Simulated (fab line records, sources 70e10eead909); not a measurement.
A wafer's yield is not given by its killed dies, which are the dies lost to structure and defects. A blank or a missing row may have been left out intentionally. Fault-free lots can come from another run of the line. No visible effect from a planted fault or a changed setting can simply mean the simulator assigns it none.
Commonality check across tools || flow nandHarc || Lots sampled 10, wafers sampled 30

## WHY IT WAS OPENED
At NHARC_P_M1_CD_MEAS_09 the reading cdNm is flagged on 2 of 10 lots. No-fault wafers: 129.7 nm, standard deviation 0.93.
Rule: a lot is flagged when every wafer of it that has a number lies more than 4 standard deviations from that mean, or none has a number. All remaining lots are regarded as sound.

{"lot": "L614", "measured": "day 6 16:50", "on": "cdSem-02", "cdNm (nm), wafer by wafer": "128.9 129.4 129.1", "flag": ""}
{"lot": "L620", "measured": "day 9 12:22", "on": "cdSem-02", "cdNm (nm), wafer by wafer": "136.3 135.2 135.3", "flag": "FLAGGED"}
{"lot": "L621", "measured": "day 9 12:46", "on": "cdSem-02", "cdNm (nm), wafer by wafer": "134.8 135.5 135.2", "flag": "FLAGGED"}
{"lot": "L628", "measured": "day 12 09:52", "on": "cdSem-02", "cdNm (nm), wafer by wafer": "127.9 129.5 128.0", "flag": ""}
{"lot": "L629", "measured": "day 13 00:26", "on": "cdSem-02", "cdNm (nm), wafer by wafer": "131.2 131.8 131.0", "flag": ""}
{"lot": "L630", "measured": "day 13 08:26", "on": "cdSem-03", "cdNm (nm), wafer by wafer": "130.1 128.9 128.5", "flag": ""}
{"lot": "L631", "measured": "day 13 15:56", "on": "cdSem-02", "cdNm (nm), wafer by wafer": "128.4 128.4 128.7", "flag": ""}
{"lot": "L633", "measured": "day 14 13:24", "on": "cdSem-02", "cdNm (nm), wafer by wafer": "128.7 129.1 129.3", "flag": ""}
{"lot": "L635", "measured": "day 15 10:31", "on": "cdSem-02", "cdNm (nm), wafer by wafer": "129.4 129.6 129.0", "flag": ""}
{"lot": "L636", "measured": "day 15 21:52", "on": "cdSem-02", "cdNm (nm), wafer by wafer": "130.2 130.2 129.8", "flag": ""}
Average over the flagged lots: 135.4 nm; offset from the usual +5.7 nm, equal to +6 standard deviations.

## LOT BY LOT: THE TOOL USED
2 process steps preceding the reading are held in the record, out of 1302 steps in the route. In each cell: the tool, then ch and the chambers that the sampled wafers went through, then the start.
{"lot": "L614", "flag": "", "NHARC_P_M0_ANNEAL_30": "rtpAnneal-01 ch 0, day 6 14:38", "NHARC_P_M1_PEB_07": "lithoTrack-06 ch 0, day 6 16:46"}
{"lot": "L620", "flag": "FLAGGED", "NHARC_P_M0_ANNEAL_30": "rtpAnneal-01 ch 0, day 9 10:09", "NHARC_P_M1_PEB_07": "lithoTrack-06 ch 0, day 9 12:17"}
{"lot": "L621", "flag": "FLAGGED", "NHARC_P_M0_ANNEAL_30": "rtpAnneal-02 ch 0, day 9 10:43", "NHARC_P_M1_PEB_07": "lithoTrack-06 ch 0, day 9 12:41"}
{"lot": "L628", "flag": "", "NHARC_P_M0_ANNEAL_30": "rtpAnneal-02 ch 0, day 12 07:43", "NHARC_P_M1_PEB_07": "lithoTrack-06 ch 0, day 12 09:47"}
{"lot": "L629", "flag": "", "NHARC_P_M0_ANNEAL_30": "rtpAnneal-02 ch 0, day 12 22:20", "NHARC_P_M1_PEB_07": "lithoTrack-04 ch 0, day 13 00:20"}
{"lot": "L630", "flag": "", "NHARC_P_M0_ANNEAL_30": "rtpAnneal-01 ch 0, day 13 06:13", "NHARC_P_M1_PEB_07": "lithoTrack-06 ch 0, day 13 08:21"}
{"lot": "L631", "flag": "", "NHARC_P_M0_ANNEAL_30": "rtpAnneal-01 ch 0, day 13 13:55", "NHARC_P_M1_PEB_07": "lithoTrack-06 ch 0, day 13 15:51"}
{"lot": "L633", "flag": "", "NHARC_P_M0_ANNEAL_30": "rtpAnneal-02 ch 0, day 14 11:02", "NHARC_P_M1_PEB_07": "lithoTrack-06 ch 0, day 14 13:19"}
{"lot": "L635", "flag": "", "NHARC_P_M0_ANNEAL_30": "rtpAnneal-01 ch 0, day 15 08:19", "NHARC_P_M1_PEB_07": "lithoTrack-04 ch 0, day 15 10:26"}
{"lot": "L636", "flag": "", "NHARC_P_M0_ANNEAL_30": "rtpAnneal-01 ch 0, day 15 19:49", "NHARC_P_M1_PEB_07": "lithoTrack-01 ch 0, day 15 21:47"}
These steps, and what they do:
- NHARC_P_M0_ANNEAL_30: time 90 s.
- NHARC_P_M1_PEB_07: peb time 65 s.
- NHARC_P_M1_CD_MEAS_09: target cd 130 nm.

## FLAGGED OVER TOTAL, TOOL BY TOOL (the gauges that took the reading come last)
{"step": "NHARC_P_M0_ANNEAL_30", "tool": "rtpAnneal-01", "lots run": 6, "flagged": 1, "share of the flagged lots": "some", "sound lots run after its first flagged lot": "4 (L630,L631,L635,L636)"}
{"step": "NHARC_P_M0_ANNEAL_30", "tool": "rtpAnneal-02", "lots run": 4, "flagged": 1, "share of the flagged lots": "some", "sound lots run after its first flagged lot": "3 (L628,L629,L633)"}
{"step": "NHARC_P_M1_PEB_07", "tool": "lithoTrack-01", "lots run": 1, "flagged": 0, "share of the flagged lots": "none", "sound lots run after its first flagged lot": "-"}
{"step": "NHARC_P_M1_PEB_07", "tool": "lithoTrack-04", "lots run": 2, "flagged": 0, "share of the flagged lots": "none", "sound lots run after its first flagged lot": "-"}
{"step": "NHARC_P_M1_PEB_07", "tool": "lithoTrack-06", "lots run": 7, "flagged": 2, "share of the flagged lots": "all", "sound lots run after its first flagged lot": "4 (L628,L630,L631,L633)"}
{"step": "NHARC_P_M1_CD_MEAS_09", "tool": "cdSem-02", "lots run": 9, "flagged": 2, "share of the flagged lots": "all", "sound lots run after its first flagged lot": "6 (L628,L629,L631,L633,L635,L636)"}
{"step": "NHARC_P_M1_CD_MEAS_09", "tool": "cdSem-03", "lots run": 1, "flagged": 0, "share of the flagged lots": "none", "sound lots run after its first flagged lot": "-"}

## THE TABLE: WHAT IT ALLOWS
2 rows of the table ran every flagged lot: lithoTrack-06 at NHARC_P_M1_PEB_07, cdSem-02 at NHARC_P_M1_CD_MEAS_09.
- lithoTrack-06 at NHARC_P_M1_PEB_07 ran 7 lots, 2 of them flagged. Sound lots followed the first flagged one (L628, L630, L631, L633) on it, something a lasting fault affecting the whole tool could not allow. Its own readings lie more than 4 standard deviations out on every wafer of the flagged lots: heaterPowerTotalW, plateTempC.
- cdSem-02 at NHARC_P_M1_CD_MEAS_09 ran 9 lots, 2 of them flagged. Sound lots followed the first flagged one (L628, L629, L631, L633, L635, L636) on it, something a lasting fault affecting the whole tool could not allow.
Every row of the table either missed a flagged lot or ran a sound lot after the first.

## WHAT THE SIMULATOR HAD PUT IN
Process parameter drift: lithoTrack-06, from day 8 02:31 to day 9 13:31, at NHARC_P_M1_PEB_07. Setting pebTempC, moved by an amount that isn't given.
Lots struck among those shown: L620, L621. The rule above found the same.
